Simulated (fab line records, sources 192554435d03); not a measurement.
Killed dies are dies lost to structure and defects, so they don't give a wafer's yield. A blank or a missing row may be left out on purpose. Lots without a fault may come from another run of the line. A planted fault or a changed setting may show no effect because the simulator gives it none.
Split-lot experiment | flow n5_finfet | 7 lots, 21 wafers read, on a route of 1938 steps

THE SPLIT
At N5_FIN_SAQP_SPACER1_ALD_24 (deposits SiO2, target thk 20.3 nm, pulse time 1 s, purge time 2 s), the setting temp_c was moved away from the recipe's 300 C on 7 of the 21 wafers read, by -3.9% to +4.3%. The other wafers ran this setting at the recipe's value.

FROM THE SPLIT TO THE READING: what the file shows between them, 1 step
- N5_FIN_SAQP_SPACER1_ETCHBACK_25: etches SiO2 in CHF3/O2, target depth 24.4 nm, time 12.2 s

THE READING
FIN_SAQP.cd_nm (the simulator's own value, which no gauge read), in nm, at N5_FIN_SAQP_MANDREL1_REMOVE_56 (chemistry HBr/Cl2/O2, target a-Si, stops on SiNx, bt time 10 s). The file gives no usual value for it. The 14 wafers here that ran the recipe average 20.3 nm, standard deviation 0.16 nm.

wafer  | tool, chamber at the split | temp_c as run, C | against the recipe | FIN_SAQP.cd_nm, nm | against lot-mates on the recipe
L074.1 | ald_sin-01, 0,1            | 300              | recipe             | 20.4               | -
L074.5 | ald_sin-01, 0              | 305              | +1.7%              | 20.2               | -0.1
L074.6 | ald_sin-01, 0,1            | 300              | recipe             | 20.2               | -
L079.2 | ald_sin-01, 2,1,2          | 300              | recipe             | 20.2               | -
L079.3 | ald_sin-01, 2,1,2          | 300              | recipe             | 20.2               | -
L079.5 | ald_sin-01, 2,1,2          | 300              | recipe             | 20                 | -
L082.1 | ald_sin-01, 3,2,1          | 312              | +4.0%              | 19.8               | no lot-mate on the recipe
L082.2 | ald_sin-01, 3,2,1          | 312              | +4.0%              | 20                 | no lot-mate on the recipe
L082.3 | ald_sin-01, 3,2,1          | 312              | +4.0%              | 20                 | no lot-mate on the recipe
L084.2 | ald_sin-03, 0,2            | 300              | recipe             | 20.6               | -
L084.3 | ald_sin-03, 1              | 312.9            | +4.3%              | 20                 | -0.5
L084.5 | ald_sin-03, 0,2            | 300              | recipe             | 20.4               | -
L086.1 | ald_sin-03, 0,3            | 300              | recipe             | 20.2               | -
L086.2 | ald_sin-03, 0,3            | 300              | recipe             | 20.4               | -
L086.6 | ald_sin-03, 3              | 288.3            | -3.9%              | 21.2               | +0.9
L091.1 | ald_sin-01, 3              | 292.8            | -2.4%              | 21                 | +0.6
L091.3 | ald_sin-01, 1              | 300              | recipe             | 20.4               | -
L091.5 | ald_sin-01, 1              | 300              | recipe             | 20.4               | -
L095.1 | ald_sin-01, 1,2,0          | 300              | recipe             | 20.2               | -
L095.2 | ald_sin-01, 1,2,0          | 300              | recipe             | 20.4               | -
L095.4 | ald_sin-01, 1,2,0          | 300              | recipe             | 20.6               | -
Where a row lists several chambers, the file gives one row for several wafers and doesn't say which wafer went through which chamber.

THE FIT
A straight line over all 21 wafers: FIN_SAQP.cd_nm changes by -0.135 nm for each +1% of temp_c; r = -0.83; the points scatter about the line by 0.19 nm.
The same after taking each lot's own level away (the mean of its wafers on the recipe; 18 wafers): -0.172 nm for each +1%; r = -0.90; scatter 0.14 nm.
On that fit, the largest move of temp_c shifts the reading by 0.74 nm.
The lots' own levels span 20.13 to 20.50 nm, that is 2.3 times the standard deviation above.
So the lot-to-lot level changes the slope: the two fits differ.
Check: with one of the wafers moved furthest among these (+4.3%) left out of the fit, the line predicts -0.881 nm for it against its lot-mates. It came out at -0.5 nm against them.

OTHER SPLITS ON THESE WAFERS
These wafers also went through other splits before the reading. Each is held against what the fit with the lots' levels taken away leaves over:
other split on the same wafers  | wafers away from the commonest value | r with FIN_SAQP.cd_nm (lot level and that fit taken away)
N5_ZERO_LAYER_PECVD_02 time_s   | 10                                   | +0.21
N5_ZERO_LAYER_EXPOSE_08 dose_mj | 9                                    | +0.40

THE FILE'S OWN FIT
FIN_SAQP.cd_nm changes by -0.172 nm for each +1% of temp_c, r = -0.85.
